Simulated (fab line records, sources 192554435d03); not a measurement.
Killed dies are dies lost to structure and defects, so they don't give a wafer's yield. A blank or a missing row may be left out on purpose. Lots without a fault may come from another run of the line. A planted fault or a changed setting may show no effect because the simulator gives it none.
Problem report in the 8D (eight disciplines) form, filled by code | flow n5_finfet | the parts of the form that need people (team, actions taken, sign-off) are left out

1. THE PROBLEM
killed_at_front_end at N5_PASSIVATION_PROBE_49 reads a mean of 170 on 6 wafers of 2 lots; wafers without a fault read 42 with a standard deviation of 11. That is +12 standard deviations from the usual mean.
First seen on wafer L131.2, day 13 12:06, on prober-02. The record holds 12 wafers of 4 lots with a number at this step. Rule for "out", or "out of limits": more than 4 standard deviations from the usual mean. The other wafers with a number count as sound.

2. WHAT IT IS AND WHAT IT IS NOT
question                    | is                                                                                                       | is not
which readings at this step | killed_at_front_end, defect_limited_yield, killed_dies, sort_bin_5_function, sort_n_pass, sort_yield_pct | killed_at_M0_to_M3, killed_at_M4_up, killed_at_contacts, killed_at_other, killed_open
which lots                  | L130, L131                                                                                               | L129, L149
which wafers of those lots  | all that have a number                                                                                   | -
read on which tools         | prober-02                                                                                                | prober-01
when                        | from day 13 12:06                                                                                        | up to then (3 sound wafers); but 3 sound wafers of L149 came after

3. SUSPECTS, AND WHAT RULES EACH OUT
Counting: a tool at a process step up to the reading stays a suspect if it ran every lot that is out and no sound lot after the first of them.
- lpcvd-02 at N5_DUMMY_GATE_CVD_03 (deposits a-Si from SiH4, target thk 150 nm, time 8042 s): ruled out as a lasting fault. Sound lots L149 ran on it after its first lot that is out, L130 (day 3 01:50).
- prober-02 at N5_PASSIVATION_PROBE_49: kept. It ran every lot that is out, first L131 (day 13 12:06), and no sound lot after that. Its own readings are out on those wafers: defect_limited_yield, killed_at_front_end, killed_dies, sort_bin_5_function, sort_n_pass, sort_yield_pct.
Left after counting: prober-02 at N5_PASSIVATION_PROBE_49.

4. THE CAUSE (what the simulator had put in)
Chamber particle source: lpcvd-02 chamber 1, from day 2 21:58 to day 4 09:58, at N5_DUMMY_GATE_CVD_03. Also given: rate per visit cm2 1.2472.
Counting ruled it out, wrongly: the rule takes a fault to strike every lot that its tool runs from its start on, and this one did not.

5. THE CHAIN OF EFFECTS, in route order
Each row: a reading whose mean over the struck wafers that have a number lies more than 3 standard deviations from the usual. Only readings for which the record gives a usual standard deviation are gone through. hours: the time from each lot's start at the first step in this table that gives one to its start at this step, as a median over the lots. sigmas: the change in usual standard deviations.
hours | step                    | reading              | usual  | on struck wafers | change | sigmas
0     | N5_PASSIVATION_PROBE_49 | defect_limited_yield | 91.2 % | 81.0             | -10.2  | -6.8
0     | N5_PASSIVATION_PROBE_49 | killed_at_front_end  | 42     | 170              | +128   | +12
0     | N5_PASSIVATION_PROBE_49 | killed_dies          | 103    | 224              | +121   | +7.1
0     | N5_PASSIVATION_PROBE_49 | sort_bin_5_function  | 5.2 %  | 11.8             | +6.6   | +7.0
0     | N5_PASSIVATION_PROBE_49 | sort_n_pass          | 1077   | 956              | -121   | -7.1
0     | N5_PASSIVATION_PROBE_49 | sort_yield_pct       | 91.2 % | 81.0             | -10.2  | -6.8
The process steps in it:
- N5_PASSIVATION_PROBE_49

6. WHAT WOULD HAVE CAUGHT IT SOONER
In this record the first reading out of limits was taken at day 13 12:06, 254 hours after the fault began at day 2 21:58.
Of the tool readings at N5_DUMMY_GATE_CVD_03 for which the record gives a usual standard deviation, none was out on any struck wafer, so an alarm limit of 4 standard deviations on them would not have fired.
